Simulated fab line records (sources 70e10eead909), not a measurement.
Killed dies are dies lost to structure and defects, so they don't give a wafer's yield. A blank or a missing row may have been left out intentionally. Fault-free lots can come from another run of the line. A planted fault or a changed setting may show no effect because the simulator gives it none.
Which of the tools did it? + flow nand_harc + 40 wafers from 14 lots sampled at 6 of the route's 1159 steps

== WHAT THE GAUGES READ, wafer by wafer ==
NHARC_A_SOURCE_PLATE_INSPECT_08. Usual: 64 for raw_defect_count, sd 33.
| lot  | measured     | on                | raw_defect_count | flag |
|------|--------------|-------------------|------------------|------|
| L825 | day 7 21:19  | defect_inspect-01 | 64 55 55         |      |
| L826 | day 8 00:58  | defect_inspect-01 | 51 42 27         |      |
| L827 | day 8 17:16  | defect_inspect-02 | 85 99 147        |      |
| L828 | day 8 17:13  | defect_inspect-02 | 44 46 32         |      |
| L829 | day 8 17:13  | defect_inspect-01 | 43 32 59         |      |
| L831 | day 9 12:00  | defect_inspect-01 | 108 145 84       |      |
| L832 | day 9 18:07  | defect_inspect-02 | 23 9 32          |      |
| L836 | day 10 17:03 | defect_inspect-02 | 62 91 80         |      |
| L838 | day 11 11:40 | defect_inspect-02 | 49 75            |      |
| L839 | day 11 18:29 | defect_inspect-02 | 43 65 46         |      |
| L842 | day 11 18:28 | defect_inspect-02 | 43 48            |      |
| L843 | day 12 11:12 | defect_inspect-02 | 32 41 31         |      |
| L844 | day 12 21:38 | defect_inspect-02 | 77 45 43         |      |
| L846 | day 13 03:42 | defect_inspect-02 | 53 40 53         |      |

NHARC_A_ONON_D1_THK_MEAS_02: measures by ellipsometry. Usual: 999 nm for thk_nm, sd 8.8.
| lot  | measured     | on            | thk_nm (nm)    | flag |
|------|--------------|---------------|----------------|------|
| L825 | day 7 21:53  | film_metro-01 | 999 1001 1001  |      |
| L826 | day 8 01:32  | film_metro-02 | 991 992 993    |      |
| L827 | day 8 17:52  | film_metro-01 | 1002 1002 1002 |      |
| L828 | day 8 17:48  | film_metro-01 | 988 987 986    |      |
| L829 | day 8 17:47  | film_metro-02 | 989 993 991    |      |
| L831 | day 9 12:35  | film_metro-01 | 993 990 992    |      |
| L832 | day 9 18:41  | film_metro-01 | 1000 1000 1000 |      |
| L836 | day 10 17:37 | film_metro-01 | 1018 1020 1018 |      |
| L838 | day 11 12:14 | film_metro-02 | 993 994        |      |
| L839 | day 11 19:04 | film_metro-01 | 995 997 996    |      |
| L842 | day 11 19:03 | film_metro-02 | 985 982        |      |
| L843 | day 12 11:47 | film_metro-02 | 1009 1008 1009 |      |
| L844 | day 12 22:14 | film_metro-01 | 1000 1001 999  |      |
| L846 | day 13 04:17 | film_metro-01 | 1008 1005 1008 |      |

NHARC_A_ONON_D1_THK_MEAS_21: measures by ellipsometry. Usual: 1000 nm for thk_nm, sd 11.
| lot  | measured     | on            | thk_nm (nm)    | flag |
|------|--------------|---------------|----------------|------|
| L825 | day 8 07:54  | film_metro-01 | 1019 1021 1018 |      |
| L826 | day 8 11:32  | film_metro-02 | 1015 1015 1016 |      |
| L827 | day 9 04:07  | film_metro-02 | 1010 1010 1011 |      |
| L828 | day 9 03:46  | film_metro-01 | 998 999 996    |      |
| L829 | day 9 03:53  | film_metro-01 | 1002 1002 1001 |      |
| L831 | day 9 22:36  | film_metro-01 | 974 976 977    |      |
| L832 | day 10 06:34 | film_metro-01 | 997 998 998    |      |
| L836 | day 11 03:35 | film_metro-01 | 1007 1008 1007 |      |
| L838 | day 11 22:16 | film_metro-01 | 511 1003       | OFF  |
| L839 | day 12 09:05 | film_metro-02 | 510 1000 998   | OFF  |
| L842 | day 12 08:43 | film_metro-02 | 495 492        | OFF  |
| L843 | day 12 21:44 | film_metro-01 | 1000 1000 1002 |      |
| L844 | day 13 08:12 | film_metro-02 | 1013 1011 1016 |      |
| L846 | day 13 14:14 | film_metro-02 | 998 1000 1000  |      |

NHARC_END_SORT_01. Usual: killed_at_array 26, standard deviation 10; killed_at_other 0.5, standard deviation 0.87; killed_at_periphery 3.0, standard deviation 2.5; killed_dies 29, standard deviation 11; killed_open 3.3, standard deviation 1.9; killed_short 1.8, standard deviation 1.5.
| lot  | measured     | on        | killed_at_array | killed_at_other | killed_at_periphery | killed_dies | killed_open | killed_short | flag |
|------|--------------|-----------|-----------------|-----------------|---------------------|-------------|-------------|--------------|------|
| L838 | day 23 06:13 | prober-01 | 673 20          | 0 1             | 4 3                 | 677 24      | 1 3         | 4 3          | OFF  |
| L839 | day 23 22:07 | prober-01 | 677 30 28       | 0 1 0           | 0 0 2               | 677 31 30   | 3 4 2       | 3 2 2        | OFF  |
| L842 | day 23 22:06 | prober-02 | 673 668         | 1 5             | 3 4                 | 677 677     | 4 5         | 4 2          | OFF  |

== EACH LOT AND THE TOOL THAT RAN IT (in order: tool; ch and the chambers of the sampled wafers; start) ==
| lot  | NHARC_A_ZERO_WELL_ETCH_19          | NHARC_A_ONON_D1_DEP_19           |
|------|------------------------------------|----------------------------------|
| L825 | rie_diel-10 ch 1,2,3, day 6 23:29  | pecvd_onon-03 ch 0, day 8 07:23  |
| L826 | rie_diel-10 ch 0,1,2, day 7 04:35  | pecvd_onon-03 ch 0, day 8 11:03  |
| L827 | rie_diel-01 ch 1,3, day 7 17:19    | pecvd_onon-03 ch 0, day 9 03:40  |
| L828 | rie_diel-01 ch 0,1, day 7 18:24    | pecvd_onon-03 ch 0, day 9 03:19  |
| L829 | rie_diel-01 ch 0,1,2, day 7 19:14  | pecvd_onon-02 ch 0, day 9 03:23  |
| L831 | rie_diel-01 ch 0,1,2, day 8 11:47  | pecvd_onon-01 ch 0, day 9 22:04  |
| L832 | rie_diel-12 ch 2,3, day 8 18:11    | pecvd_onon-02 ch 0, day 10 06:03 |
| L836 | rie_diel-01 ch 2,3, day 9 18:12    | pecvd_onon-02 ch 0, day 11 03:11 |
| L838 | rie_diel-12 ch 0,2, day 10 16:00   | pecvd_onon-03 ch 0, day 11 21:45 |
| L839 | rie_diel-10 ch 2,3, day 10 20:06   | pecvd_onon-03 ch 0, day 12 08:34 |
| L842 | rie_diel-01 ch 0,1, day 11 01:41   | pecvd_onon-03 ch 0, day 12 08:13 |
| L843 | rie_diel-10 ch 0,2,3, day 11 13:05 | pecvd_onon-01 ch 0, day 12 21:17 |
| L844 | rie_diel-10 ch 1,2,3, day 11 23:49 | pecvd_onon-01 ch 0, day 13 07:48 |
| L846 | rie_diel-01 ch 1,2,3, day 12 05:38 | pecvd_onon-01 ch 0, day 13 13:43 |
- NHARC_A_ZERO_WELL_ETCH_19: etches the open film in N2/H2, target depth 80 nm, overetch 24 nm, time 87.88 s.
- NHARC_A_ONON_D1_DEP_19: target thk 1000 nm.

== WHAT THE TOOLS THEMSELVES READ (means of the sampled wafers that have a number; where no wafer has one, the mark that the record gives instead) ==
NHARC_A_ZERO_WELL_ETCH_19. Usual: drypump_motor_current_A 6.0 A, standard deviation 0.54; oes_product_au 0.995 a.u., standard deviation 0.01; rf_vpp_V 430.6 V, standard deviation 2.4; showerhead_plenum_p_Torr 2.05 Torr, standard deviation 0.08; throttle_valve_pct 14.171 %, standard deviation 0.0083.
| lot  | tool        | drypump_motor_current_A (A) | oes_product_au (a.u.) | rf_vpp_V (V) | showerhead_plenum_p_Torr (Torr) | throttle_valve_pct (%) | flag |
|------|-------------|-----------------------------|-----------------------|--------------|---------------------------------|------------------------|------|
| L825 | rie_diel-10 | 5.9                         | 1.000                 | 430.0        | 2.01                            | 14.169                 |      |
| L826 | rie_diel-10 | 5.8                         | 1.000                 | 430.5        | 2.02                            | 14.169                 |      |
| L827 | rie_diel-01 | 6.4                         | 0.999                 | 429.4        | 2.01                            | 14.172                 |      |
| L828 | rie_diel-01 | 6.4                         | 0.986                 | 433.9        | 2.14                            | 14.171                 |      |
| L829 | rie_diel-01 | 5.9                         | 0.988                 | 432.7        | 2.10                            | 14.170                 |      |
| L831 | rie_diel-01 | 5.9                         | 0.984                 | 432.2        | 2.10                            | 14.173                 |      |
| L832 | rie_diel-12 | 6.5                         | 0.991                 | 433.9        | 2.16                            | 14.166                 |      |
| L836 | rie_diel-01 | 5.4                         | 0.989                 | 428.2        | 1.98                            | 14.175                 |      |
| L838 | rie_diel-12 | 6.2                         | 1.000                 | 432.1        | 2.10                            | 14.164                 |      |
| L839 | rie_diel-10 | 5.6                         | 0.996                 | 430.4        | 2.02                            | 14.174                 |      |
| L842 | rie_diel-01 | 6.3                         | 0.984                 | 433.6        | 2.14                            | 14.180                 |      |
| L843 | rie_diel-10 | 5.8                         | 1.003                 | 428.7        | 1.99                            | 14.174                 |      |
| L844 | rie_diel-10 | 5.9                         | 0.998                 | 429.6        | 2.01                            | 14.170                 |      |
| L846 | rie_diel-01 | 5.9                         | 0.998                 | 429.6        | 2.03                            | 14.174                 |      |

== THE ANSWER, worked out from the rows above alone ==
Rule: lot off if the mean of its wafers having a number is beyond 3 standard deviations from the usual mean. Also off: a lot with no number at a reading for which 4 or more lots have one. Where the step has rows for the other lots, those lots are counted as sound. After the gauges, taken in route order, come the tools' own readings; for these a lot's mean is taken, as printed above. At the first step where some lot is off, the reading lying furthest off is the one used; lots without a number count as furthest.
Off: L838, L839, L842, at NHARC_A_ONON_D1_THK_MEAS_21 (thk_nm).
A tool fits if, at a process step before that reading, it ran every lot that is off, and no sound lot after the first of them. The gauges at NHARC_A_ONON_D1_THK_MEAS_21 aren't tried: what is off there is off at NHARC_END_SORT_01 too, on other tools, and a gauge's error can't cause that. One fits: NHARC_A_ONON_D1_DEP_19 on pecvd_onon-03. A fault onset in the window from L827 (day 9 03:40, its last sound lot) to L838 (day 11 21:45, its first lot off) fits.

== WHAT HAD BEEN PUT IN BY THE SIMULATOR ==
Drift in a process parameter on pecvd_onon-03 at NHARC_A_ONON_D1_DEP_19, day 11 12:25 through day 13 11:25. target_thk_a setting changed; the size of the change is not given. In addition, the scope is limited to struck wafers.
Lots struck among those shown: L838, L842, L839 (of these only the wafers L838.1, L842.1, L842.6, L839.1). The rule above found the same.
